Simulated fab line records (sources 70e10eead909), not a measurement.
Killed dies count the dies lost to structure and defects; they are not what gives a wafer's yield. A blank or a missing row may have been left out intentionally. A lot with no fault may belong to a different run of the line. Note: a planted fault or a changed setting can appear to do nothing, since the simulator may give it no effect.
Comparing a struck lot with a sound one ; flow nandHarc ; 15 steps out of a route of 1159
Sound: the wafers L403.1, L403.5, L403.6. Wafers L412.1, L412.2, L412.6 were the ones struck. At the end, the cause is stated.
Each step with rows lists, per side, the tool, then ch with its chambers, then its first start. Under that, the readings that differ: sound wafers ; struck wafers ; difference of the means ; sigmas: that difference in standard deviations of wafers without a fault.
alike: same words and numbers on both sides, and readings whose means sit less than 2 such deviations apart. not compared: any withheld reading, any reading some wafer has no value for, any bound like >300 that may hide the same value, and any number with overlapping values for which the record gives no deviation.
A row with sigmas, a row that says differs or no value, or rows on one side alone: a step with any of these is where the two part. Non-overlapping numbers with no deviation appear without sigmas and do not part them. Lack of a reading on every wafer of one side parts them only where that side has two or more wafers.

first, 3 steps without rows for these wafers: NHARC_A_CONTACT_ETCH_51 (etches the open film in O2/COS, target depth 3600 nm, time 936 s); NHARC_A_CONTACT_ETCH_111 (etches the open film in C4F8/O2/Ar, time 140 s, target depth 700 nm); NHARC_A_CONTACT_ETCH_112 (etches the open film in C4F8/O2/Ar, time 94 s, target depth 922 nm).
NHARC_A_CONTACT_ETCH_113: etches the open film in C4F8/O2/Ar, time 94 s, target depth 922 nm.
  sound on harCapEtch-03 ch 0,1, day 15 22:46; struck on harCapEtch-02 ch 0,1, day 18 19:29
  alike: chamberPressureMTorr, oesAirLineAu
  not compared: rfHoursCounterH
NHARC_A_CONTACT_ETCH_114: etches the open film in C4F8/O2/Ar, time 94 s, target depth 922 nm.
  sound on harCapEtch-03 ch 0,1, day 15 22:52; struck on harCapEtch-02 ch 0,1, day 18 19:35
  alike: chamberPressureMTorr, oesAirLineAu
  not compared: rfHoursCounterH
then, 2 steps without rows for these wafers: NHARC_A_CONTACT_ETCH_115 (etches the open film in C4F8/O2/Ar, time 94 s, target depth 922 nm); NHARC_A_CONTACT_ETCH_116 (etches the open film in C4F8/O2/Ar, time 94 s, target depth 922 nm).
NHARC_A_CONTACT_ETCH_117: etches the open film in C4F8/O2/Ar, time 94 s, target depth 922 nm.
  sound on harCapEtch-03 ch 0,1, day 15 23:08; struck on harCapEtch-02 ch 0,1, day 18 19:51
  alike: chamberPressureMTorr, oesAirLineAu
  not compared: rfHoursCounterH
then, 1 step without rows for these wafers: NHARC_A_CONTACT_ETCH_118 (etches the open film in C4F8/O2/Ar, time 94 s, target depth 922 nm).
NHARC_A_CONTACT_ETCH_119: etches the open film in C4F8/O2/Ar, time 94 s, target depth 922 nm.
  sound on harCapEtch-03 ch 0,1, day 15 23:19; struck on harCapEtch-02 ch 0,1, day 18 20:02
  alike: chamberPressureMTorr, oesAirLineAu
  not compared: rfHoursCounterH
then, 1 step without rows for these wafers: NHARC_A_CONTACT_ETCH_120 (etches the open film in C4F8/O2/Ar, time 94 s, target depth 922 nm).
NHARC_A_CONTACT_ETCH_121: etches the open film in C4F8/O2/Ar, time 94 s, target depth 922 nm.
  sound on harCapEtch-03 ch 0,1, day 15 23:29; struck on harCapEtch-02 ch 0,1, day 18 20:13
  alike: chamberPressureMTorr, oesAirLineAu
  not compared: rfHoursCounterH
NHARC_A_CONTACT_ETCH_122: etches the open film in C4F8/O2/Ar, time 95 s, target depth 930 nm.
  sound on harCapEtch-03 ch 0,1, day 15 23:35; struck on harCapEtch-02 ch 0,1, day 18 20:19
  no value came back on the struck wafers for chamberPressureMTorr (mTorr), oesAirLineAu (a.u.), timeS (s); on the sound wafers chamberPressureMTorr (mTorr) reads 20.009 19.956 19.994
  not compared: rfHoursCounterH
then, 1 step without rows for these wafers: NHARC_A_CONTACT_ETCH_123 (etches the open film in C4F8/O2/Ar, time 253 s, target depth 1090 nm).
-- the record jumps here: 3 days lie between the struck wafers' starts before and after (it left off in module A_CONTACT and takes up again in module END, whose first step shown is number 1159 of the route) --
NHARC_END_SORT_01:
  sound on prober-02 ch 0, day 19 11:28; struck on prober-02 ch 0, day 21 18:39
reading;sound;struck;difference;sigmas
killedAtArray;38 29 39;673 674 674;+638;+58
killedDies;42 33 41;677 677 677;+638;+53
  alike: killedAtOther, killedAtPeriphery, killedOpen, killedShort

WHERE THEY PART
At NHARC_A_CONTACT_ETCH_122 first; at NHARC_END_SORT_01 last (within this record only).

WHY: whatever the simulator had introduced
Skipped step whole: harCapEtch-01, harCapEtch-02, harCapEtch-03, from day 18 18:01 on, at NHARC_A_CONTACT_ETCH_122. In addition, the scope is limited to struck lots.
